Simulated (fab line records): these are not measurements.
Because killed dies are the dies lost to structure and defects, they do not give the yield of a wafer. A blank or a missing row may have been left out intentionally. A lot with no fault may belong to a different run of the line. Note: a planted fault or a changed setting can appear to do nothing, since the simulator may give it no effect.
fab line records | flow n5_finfet | part 2 of 2: steps 5 to 6 of 6
record: lots: 18 wafers: 54 last_day: 18
route steps=1938 shown HKMG_FIN@401 GATE_CUT@466
lots with no fault: from the same line, run without faults
start_h: hours from the record's opening day to when the first of the lot's shown wafers began | wait_h: hours from the lot's prior step to this one | " identical to the entry in the row above | L1.1+2: one row covering several wafers at once | - either no value or no given start | * or withheld: withheld | < > ~ a bound
route shown NAME@n: a module of which the file shows steps, and the number in the route of the first | usual: average and standard deviation across the fault-free wafers | same: alike in all rows | chamber/n: place in a boat | sites: per-site readings | _std_site: the standard deviation of these | _edge_site: mean of outer sites minus mean of inner sites | radius_mm: how far each site lies from the wafer's centre | mask NAME#n: copy n | behind: the last tool/chamber to shape the wafer | hold: reason for holding the lot/hours on hold/outcome of the hold | device: transistor that didn't switch, given as n, p or np | end of line: the same wafers' tests at the end of the route | a step given without rows: its recipe and nothing more | killed: at the first sort, the dies lost to defects and structure; wafer yield is something else | map: a wafer's dies, x killed, . not, _ none there
set.NAME: the setting as run; set.NAME@STEP: as run at that earlier step | model.NAME: the simulator's own value behind a step, which no gauge read
the route's steps for a sample of lots (tables are steps, rows are wafers)
services: when a tool's chamber went out of use (start_h, in hours from the record's first day, below 0 if earlier), for how many hours, and the reason
== steps ==
step: N5_GATE_CUT_ETCH_56
recipe: chemistry: Cl2/Ar target: TiN target_depth_a: 216 pressure_mtorr: 10 icp_w: 600 bias_w: 60 Cl2_flow_sccm: 40 Ar_flow_sccm: 60
usual: bias_w: 60.02/0.18 chamber_pressure_mTorr: 10.000/0.013 drypump_motor_current_A: 5.3/0.4 mfc_ar_sccm: 60.00/0.17 oes_product_au: 0.79/0.11 throttle_valve_pct: 20.80/0.16
columns lot.wafer tool chamber start_h wait_h bias_w chamber_pressure_mTorr drypump_motor_current_A mfc_ar_sccm oes_product_au rf_hours_counter_h throttle_valve_pct
L074.1 rie_metal-03 1 83.24 0.1 59.86 10.013 5.6 59.93 0.61 130 20.96
L074.2 " 0 " " 59.85 9.997 4.9 59.89 0.79 32 20.85
L074.5 " 1 " " 60.08 9.988 5.6 59.67 0.61 - 20.95
L076.3 rie_metal-02 1 90.63 0.1 59.89 9.991 5.3 59.86 0.70 - 21.00
L076.4 " 0 " " 60.02 10.001 5.9 60.02 0.81 - 20.61
L076.6 " 0 " " 60.06 9.996 5.9 59.93 0.82 - 20.61
L077.4 rie_metal-03 1 101.93 0.1 59.80 9.991 5.6 60.10 0.62 - 20.95
L077.5 " 0 " " 59.65 9.998 4.9 60.07 0.80 - 20.84
L077.6 " 1 " " 59.93 9.991 5.6 59.93 0.61 - 20.94
L079.2 rie_metal-03 1 113.29 0.1 60.03 10.005 5.6 59.91 0.61 133 20.95
L079.4 " 1 " " 59.66 10.002 5.6 59.96 0.60 - 20.95
L079.6 " 1 " " 60.13 9.999 5.6 60.22 0.60 - 20.96
L080.1 rie_metal-03 1 118.00 0.1 60.21 10.003 5.6 60.00 0.60 134 20.97
L080.4 " 0 " " 60.27 10.005 4.9 59.72 0.78 - 20.86
L080.5 " 0 " " 60.04 10.005 4.9 59.90 0.78 - 20.87
L081.3 rie_metal-01 1 125.69 0.1 60.32 10.010 4.8 60.03 0.90 - 20.72
L081.5 " 0 " " 60.09 10.003 5.4 59.82 0.94 - 20.53
L081.6 " 1 " " 60.31 10.000 4.8 59.79 0.89 - 20.73
L083.2 rie_metal-01 0 136.77 0.1 59.84 9.982 5.4 60.29 0.93 5 20.54
L083.5 " 1 " " 60.00 10.009 4.8 60.10 0.88 - 20.74
L083.6 " 0 " " 59.83 9.998 5.4 60.03 0.93 - 20.51
L084.1 rie_metal-01 1 139.45 0.1 60.26 10.010 4.8 59.74 0.88 12 20.73
L084.3 " 1 " " 60.03 9.999 4.8 60.07 0.88 - 20.74
L084.6 " 0 " " 60.41 10.013 5.4 60.11 0.92 - 20.52
L086.3 rie_metal-02 1 158.54 0.1 60.07 9.999 5.4 59.89 0.68 - 21.03
L086.4 " 0 " " 59.87 10.006 5.9 59.89 0.80 - 20.62
L086.5 " 0 " " 59.53 9.998 5.9 59.91 0.79 - 20.62
L088.2 rie_metal-03 0 163.91 0.1 60.27 10.006 4.9 59.90 0.76 40 20.86
L088.4 " 0 " " 59.62 9.974 4.9 59.99 0.78 - 20.86
L088.6 " 0 " " 59.95 10.002 4.9 59.53 0.77 - 20.86
L089.2 rie_metal-02 1 181.52 0.1 60.02 9.991 5.3 60.03 0.68 73 21.04
L089.3 " 0 " " 59.89 10.000 5.9 60.26 0.79 - 20.63
L089.6 " 1 " " 60.09 9.999 5.3 60.02 0.68 - 21.00
L090.1 rie_metal-03 0 182.23 0.2 59.63 10.008 4.9 59.58 0.77 42 20.87
L090.2 " 0 " " 60.19 9.987 4.9 59.85 0.77 - 20.87
L090.6 " 0 " " 59.97 10.002 4.8 59.91 0.77 - 20.86
L091.1 rie_metal-03 0 184.33 0.2 60.27 10.017 4.9 59.93 0.77 42 20.87
L091.4 " 0 " " 60.25 9.991 4.9 59.88 0.76 - 20.86
L091.6 " 0 " " 59.98 10.003 4.9 59.97 0.76 - 20.87
L092.3 rie_metal-03 0 188.62 0.1 59.85 9.997 4.8 60.02 0.77 - 20.87
L092.4 " 1 " " 60.21 9.999 5.6 60.17 1.00 - 20.64
L092.6 " 0 " " 60.15 10.009 4.9 60.14 0.76 - 20.87
L093.1 rie_metal-03 1 193.86 0.1 60.18 10.006 5.6 59.98 0.99 0 20.64
L093.3 " 0 " " 60.15 9.990 4.9 60.18 0.76 - 20.87
L093.4 " 1 " " 60.31 10.009 5.6 60.07 0.99 - 20.64
L095.2 rie_metal-03 0 205.02 0.1 59.83 10.002 4.9 59.93 0.76 44 20.88
L095.5 " 0 " " 59.69 9.879 4.9 59.82 0.76 - 20.88
L095.6 " 1 " " 60.12 10.003 5.6 60.23 0.98 - 20.64
L096.1 rie_metal-02 0 213.55 0.1 59.99 9.995 5.9 60.25 0.78 46 20.63
L096.2 " 1 " " 60.08 9.992 5.4 59.72 0.68 76 21.03
L096.3 " 1 " " 60.18 9.995 5.4 59.98 0.68 - 21.04
L097.1 rie_metal-03 1 217.20 0.1 59.93 9.998 5.6 60.06 0.97 2 20.64
L097.2 " 0 " " 59.98 10.001 4.9 60.14 0.76 45 20.89
L097.4 " 1 " " 59.74 10.009 5.6 59.90 0.97 - 20.64
step: N5_GATE_CUT_ETCH_36
recipe: chemistry: CF4 target: SiARC target_depth_a: 130 mask_material: CAR-EUV time_s: 21.7 ion_energy_ev: 80 pressure_mtorr: 40 source_w: 545 bias_w: 36 Ar_flow_sccm: 100 cf4_flow_sccm: 100 ends: cleared
usual: bias_w: 36.00/0.12 chamber_pressure_mTorr: 40.00/0.034 drypump_motor_current_A: 5.8/0.35 etch_rf_on_time_s: 21.6/0.3 mfc_ar_sccm: 100.01/0.3 oes_product_au: 0.67/0.077 rf_vpp_V: 184.3/1 showerhead_plenum_p_Torr: 2.16/0.054 throttle_valve_pct: 15.65/0.27
columns lot.wafer tool chamber start_h wait_h bias_w chamber_pressure_mTorr drypump_motor_current_A etch_rf_on_time_s mfc_ar_sccm oes_product_au rf_hours_counter_h rf_vpp_V showerhead_plenum_p_Torr throttle_valve_pct
L074.1 rie_diel-04 3 87.40 0.0 35.86 39.99 5.4 21.6 99.72 0.70 88 185.9 2.16 15.52
L074.2 " 1 " " 35.99 39.96 5.6 21.7 100.07 0.60 188 185.4 2.21 15.65
L074.5 " 3 " " 36.00 40.04 5.4 21.6 100.23 0.70 - 185.1 2.16 15.50
L076.3 rie_diel-03 3 96.03 0.0 35.99 39.97 6.3 21.7 99.46 0.67 130 185.0 2.24 15.54
L076.4 " 2 " " 36.15 40.07 6.3 21.5 99.64 0.59 248 182.7 2.11 15.76
L076.6 " 3 " " 35.81 40.00 6.3 21.7 99.62 0.66 - 184.5 2.24 15.55
L077.4 rie_diel-06 2 105.70 0.0 35.94 40.00 5.2 21.3 100.61 0.73 54 183.5 2.17 15.73
L077.5 " 2 " " 36.09 40.02 5.2 21.3 99.72 0.73 - 183.8 2.18 15.76
L077.6 " 3 " " 36.03 40.00 5.8 21.7 99.68 0.57 - 184.7 2.19 15.62
L079.2 rie_diel-06 0 117.05 0.0 36.10 40.01 5.7 21.9 99.91 0.60 206 183.5 2.20 15.63
L079.4 " 0 " " 35.84 40.05 5.7 21.8 100.00 0.61 - 185.2 2.20 15.65
L079.6 " 2 " " 35.85 40.00 5.2 21.4 99.85 0.72 - 184.8 2.17 15.73
L080.1 rie_diel-04 3 121.81 0.0 36.17 40.00 5.4 21.4 100.33 0.69 98 183.3 2.16 15.52
L080.4 " 0 " " 36.16 39.95 6.3 22.0 100.30 0.58 235 183.5 2.11 16.09
L080.5 " 0 " " 36.00 39.97 6.3 21.7 100.30 0.58 - 183.5 2.11 16.09
L081.3 rie_diel-06 2 129.32 0.0 35.84 39.96 5.2 21.6 99.93 0.73 63 184.8 2.17 15.76
L081.5 " 0 " " 36.20 40.02 5.8 21.9 99.68 0.60 - 184.4 2.20 15.65
L081.6 " 3 " " 35.92 40.01 5.8 21.9 99.44 0.57 - 184.7 2.19 15.63
L083.2 rie_diel-03 0 140.63 0.0 36.06 39.93 5.6 21.0 100.32 0.79 36 184.1 2.09 15.00
L083.5 " 2 " " 35.97 39.95 6.3 20.7 99.53 0.84 - 184.6 2.11 15.29
L083.6 " 1 " " 36.04 40.00 6.1 21.4 100.00 0.65 - 184.4 2.23 15.98
L084.1 rie_diel-06 2 147.23 0.0 36.07 40.01 5.2 21.6 100.33 0.72 68 184.2 2.17 15.76
L084.3 " 0 " " 35.93 40.05 5.8 21.9 100.65 0.60 217 185.0 2.20 15.66
L084.6 " 1 " " 36.10 39.94 5.9 22.1 100.31 0.61 - 184.0 2.12 16.07
L086.3 rie_diel-04 2 162.44 0.0 36.03 39.91 5.6 21.6 99.34 0.71 94 183.2 2.07 15.54
L086.4 " 0 " " 35.81 40.00 6.3 21.9 99.63 0.57 247 185.2 2.11 16.14
L086.5 " 3 " " 36.09 40.03 5.4 21.5 99.74 0.69 - 184.9 2.16 15.56
L088.2 rie_diel-06 3 167.92 0.0 35.96 40.00 5.8 21.4 100.03 0.81 3 184.6 2.19 15.12
L088.4 " 2 " " 35.85 39.98 5.2 21.4 100.29 0.71 76 185.2 2.17 15.78
L088.6 " 3 " " 35.99 39.99 5.8 21.2 100.26 0.81 - 183.8 2.19 15.13
L089.2 rie_diel-04 2 185.12 0.0 36.00 40.01 5.6 21.4 100.07 0.71 101 185.2 2.07 15.55
L089.3 " 1 " " 35.92 40.00 5.6 21.5 100.08 0.59 219 184.7 2.20 15.72
L089.6 " 2 " " 35.98 40.04 5.6 21.6 100.01 0.70 - 184.2 2.07 15.55
L090.1 rie_diel-04 1 186.49 0.0 35.95 39.94 5.6 21.6 100.17 0.58 220 184.1 2.20 15.72
L090.2 " 2 " " 36.12 39.97 5.6 21.4 100.08 0.71 102 185.0 2.07 15.53
L090.6 " 2 " " 36.08 39.98 5.6 21.7 100.35 0.70 - 183.6 2.07 15.56
L091.1 rie_diel-03 3 188.08 0.0 35.76 39.92 6.3 21.9 99.33 0.64 158 184.7 2.23 15.61
L091.4 " 0 " " 36.01 40.01 5.6 21.3 99.62 0.76 49 183.0 2.09 15.01
L091.6 " 0 " " 35.99 39.99 5.6 21.7 99.74 0.76 - 184.2 2.09 15.01
L092.3 rie_diel-03 0 193.47 0.0 35.80 40.05 5.6 21.3 99.90 0.76 51 183.3 2.09 15.03
L092.4 " 1 " " 35.76 39.95 6.1 21.8 99.87 0.64 171 184.4 2.23 16.01
L092.6 " 2 " " 36.08 40.02 6.3 21.1 99.94 0.79 - 183.3 2.10 15.30
L093.1 rie_diel-03 0 197.97 0.0 35.92 39.97 5.6 21.7 100.10 0.75 52 184.4 2.09 15.03
L093.3 " 3 " " 36.08 39.98 6.3 22.2 99.67 0.64 161 186.3 2.23 15.61
L093.4 " 1 " " 36.31 40.04 6.1 22.2 99.94 0.64 172 182.9 2.23 16.03
L095.2 rie_diel-04 1 209.69 0.0 36.17 40.00 5.5 21.4 99.95 0.59 228 184.4 2.20 15.72
L095.5 " 0 " " 35.91 39.97 6.3 21.4 100.47 0.82 - 183.2 2.11 15.63
L095.6 " 1 " " 36.04 40.03 5.5 21.4 100.09 0.59 - 184.9 2.20 15.73
L096.1 rie_diel-04 2 217.38 0.0 35.90 40.02 5.6 21.5 99.66 0.69 115 183.6 2.07 15.57
L096.2 " 0 " " 35.97 39.98 6.3 21.4 99.67 0.79 10 182.7 2.11 15.62
L096.3 " 1 " " 36.11 39.99 5.6 21.4 100.48 0.58 232 183.8 2.20 15.73
L097.1 rie_diel-04 0 223.58 0.0 36.11 40.02 6.3 21.9 100.33 0.77 13 183.6 2.10 15.66
L097.2 " 3 " " 35.95 39.94 5.5 21.6 100.21 0.67 126 183.3 2.15 15.57
L097.4 " 2 " " 36.01 40.00 5.6 21.8 99.50 0.68 117 183.9 2.07 15.57
== services ==
columns tool chamber start_h hours kind
rie_diel-02 - 55.82 15.6 pm
rie_metal-01 - 56.83 14.6 pm
rie_metal-03 - 57.75 0.5 repair
rie_diel-05 0 62.35 5.0 repair
ald_metal-01 - 64.52 2.8 pm
ald_metal-03 1 87.34 3.2 repair
rie_diel-01 1 88.68 15.3 repair
rie_metal-01 0 95.81 3.2 repair
ald_metal-04 - 107.79 28.1 pm
rie_diel-06 1 114.71 23.0 repair
rie_diel-06 3 114.84 4.0 repair
rie_diel-01 1 126.77 8.7 repair
rie_diel-04 1 139.91 2.5 repair
rie_diel-03 1 140.98 6.8 repair
rie_diel-05 0 141.50 9.7 repair
ald_metal-04 1 147.14 3.4 repair
ald_metal-03 1 150.45 11.6 repair
ald_metal-04 0 151.62 19.0 repair
rie_diel-04 - 163.06 1.1 repair
rie_diel-05 1 163.92 15.8 repair
ald_metal-04 - 199.22 1.0 repair
rie_diel-01 0 205.00 10.7 repair
rie_diel-04 3 206.29 13.1 repair
rie_diel-05 3 217.36 2.8 repair
